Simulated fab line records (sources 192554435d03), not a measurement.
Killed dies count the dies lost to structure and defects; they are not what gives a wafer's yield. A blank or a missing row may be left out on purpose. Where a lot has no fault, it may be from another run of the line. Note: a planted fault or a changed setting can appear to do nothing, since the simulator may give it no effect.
A struck lot beside a sound one / flow n5_finfet / 17 out of 1938 route steps
Sound: the wafers L997.2, L997.5, L997.6. Struck: wafers L990.2, L990.6. (L990.4 of the same lot was not struck and is left out.) The cause comes at the end.
At each step with rows: each side's tool, then ch and its chambers, then its first start. Under that, the readings that differ: sound wafers / struck wafers / difference of the means / sigmas: that difference in standard deviations of wafers without a fault.
alike: same words and numbers on both sides, and readings whose means sit less than 2 such deviations apart. not compared: any withheld reading, any reading some wafer has no value for, any bound like >300 that may hide the same value, and any number with overlapping values for which the record gives no deviation.
Wherever a step has rows on one side only, a row that says differs or no value, or a row with sigmas, the two part there. Numbers that don't overlap but have no deviation are shown without sigmas and don't part them. Lack of a reading on every wafer of one side parts them only where that side has two or more wafers.

N5_FIN_CUT_OVL_MEAS_09:
  sound on overlay-02 ch 0, day 4 14:31; struck on overlay-02 ch 0, day 2 22:19
  alike: FIN_CUT_OVL
N5_FIN_CUT_INSPECT_10: inspects for defects (brightfield).
  sound on defect_inspect-02, day 4 14:34; struck on defect_inspect-02, day 2 22:22
  alike: raw_defect_count
N5_FIN_CUT_DESCUM_13: chemistry O2, time 7 s.
  sound on rie_diel-02 ch 1,2, day 4 14:36; struck on rie_diel-04 ch 1,3, day 2 22:25
  alike: drypump_motor_current_A, oes_product_au, rf_vpp_V, showerhead_plenum_p_Torr, throttle_valve_pct
  not compared: rf_hours_counter_h
then, 1 step without rows for these wafers: N5_FIN_CUT_ETCH_30 (etches underlayer in N2/H2, target depth 13 nm, time 10.4 s).
N5_FIN_CUT_ETCH_20: etches SiARC in CF4, target depth 26 nm, time 43.3 s.
  sound on rie_diel-02 ch 1,2, day 4 14:39; struck on rie_diel-04 ch 1,3, day 2 22:28
  alike: drypump_motor_current_A, etch_rf_on_time_s, oes_product_au, rf_vpp_V, showerhead_plenum_p_Torr, throttle_valve_pct
  not compared: rf_hours_counter_h
then, 3 steps without rows for these wafers: N5_FIN_CUT_ETCH_21 (etches SOC in N2/H2, target depth 219 nm, overetch 43.8 nm, time 523.5 s); N5_FIN_CUT_STRIP_23 (strips in N2/H2); N5_FIN_CUT_STRIP_31 (strips in N2/H2).
N5_FIN_CUT_STRIP_24: strips in CF4.
  sound on rie_diel-02 ch 1,2, day 4 15:01; struck on rie_diel-04 ch 1,3, day 3 00:41
  alike: drypump_motor_current_A, oes_product_au, rf_vpp_V, showerhead_plenum_p_Torr, throttle_valve_pct
  not compared: rf_hours_counter_h
then, 2 steps without rows for these wafers: N5_FIN_CUT_CUT_ETCH_26 (etches SiNx in CH3F/O2, target depth 39 nm, time 55.7 s); N5_FIN_CUT_CUT_ETCH_27 (etches SiO2 in CHF3/O2, target depth 4 nm, overetch 2 nm, time 4.9 s).
N5_FIN_CUT_PRECLEAN_35: cleans in vHF, time 13.3 s.
  sound on vapor_etch-01 ch 0,1, day 4 15:09; struck on vapor_etch-02 ch 1, day 3 00:49
  alike: drypump_motor_current_A
N5_FIN_CUT_CUT_ETCH_15: etches Si in HBr/Cl2/O2, target depth 100 nm, bt time 10 s, time 42.4 s.
  sound on rie_si-01 ch 1,2, day 4 15:14; struck on rie_si-04 ch 1, day 3 00:54
reading=model.etch.depth_nm (nm); sound=95.92 95.71 98.1; struck=83.13 84.11; difference=-12.96; sigmas=
reading=model.FIN_CUT.feature_depth_nm (nm); sound=96 95.8 98; struck=83.2 84.2; difference=-12.9; sigmas=
reading=model.SOC_of_FIN_CUT_COAT_18.thk_nm (nm); sound=171.6 171.4 172.6; struck=176 174.6; difference=+3; sigmas=
  alike: drypump_motor_current_A, oes_product_au, throttle_valve_pct
  not compared: rf_hours_counter_h
N5_FIN_CUT_CUT_ETCH_28: etches Si in HBr/Cl2/O2, target depth 6 nm, time 2.4 s.
  sound on rie_si-01 ch 1,2, day 4 15:17; struck on rie_si-04 ch 1, day 3 00:57
reading=model.SOC_of_FIN_CUT_COAT_18.thk_nm (nm); sound=170 169.8 170.8; struck=174.2 172.8; difference=+3.3; sigmas=
  alike: drypump_motor_current_A, oes_product_au, throttle_valve_pct
  not compared: rf_hours_counter_h
N5_FIN_CUT_STRIP_22: strips in N2/H2.
  sound on rie_diel-04 ch 1,2, day 4 15:22; struck on rie_diel-04 ch 1,3, day 3 01:01
  alike: drypump_motor_current_A, oes_product_au, rf_vpp_V, showerhead_plenum_p_Torr, throttle_valve_pct
  not compared: rf_hours_counter_h
-- a jump in the record: the struck wafers' starts before and after are 6 days apart (it breaks off in module FIN_CUT and resumes in module BEOL_M4, where the first step shown is number 1111 of the route) --
N5_BEOL_M4_RC_MEAS_101:
  sound on prober-01 ch 0, day 10 15:29; struck on prober-02 ch 0, day 9 06:36
  alike: DIBL_N, DIBL_P, IOFF_N, IOFF_P, ION_N, ION_P, SS_N, SS_P, VT_N, VT_P
-- here the record skips 5 days between the struck wafers' starts before and after, leaving off in module BEOL_M4 and picking up in module PASSIVATION (first step shown: number 1936 of the route) --
N5_PASSIVATION_PROBE_49:
  sound on prober-01, day 15 07:03; struck on prober-01, day 13 19:55
reading=defect_limited_yield (%); sound=88.1 88.5 89.1; struck=92.3 92.7; difference=+3.9; sigmas=+2
reading=killed_at_front_end; sound=59 61 59; struck=28 30; difference=-31; sigmas=-2
reading=killed_dies; sound=141 136 129; struck=91 86; difference=-47; sigmas=-2
reading=sort_bin_5_function (%); sound=7.7 8.0 6.3; struck=5.1 3.6; difference=-3.0; sigmas=-2
reading=sort_n_pass; sound=1039 1044 1051; struck=1089 1094; difference=+47; sigmas=+2
reading=sort_yield_pct (%); sound=88.1 88.5 89.1; struck=92.3 92.7; difference=+3.9; sigmas=+2
  alike: killed_at_M0_to_M3, killed_at_M4_up, killed_at_contacts, killed_at_other, killed_open, killed_short, sort_bin_6_memory

== WHERE THEY PART ==
Within this record, at N5_PASSIVATION_PROBE_49 only.

WHY: the cause the simulator had injected
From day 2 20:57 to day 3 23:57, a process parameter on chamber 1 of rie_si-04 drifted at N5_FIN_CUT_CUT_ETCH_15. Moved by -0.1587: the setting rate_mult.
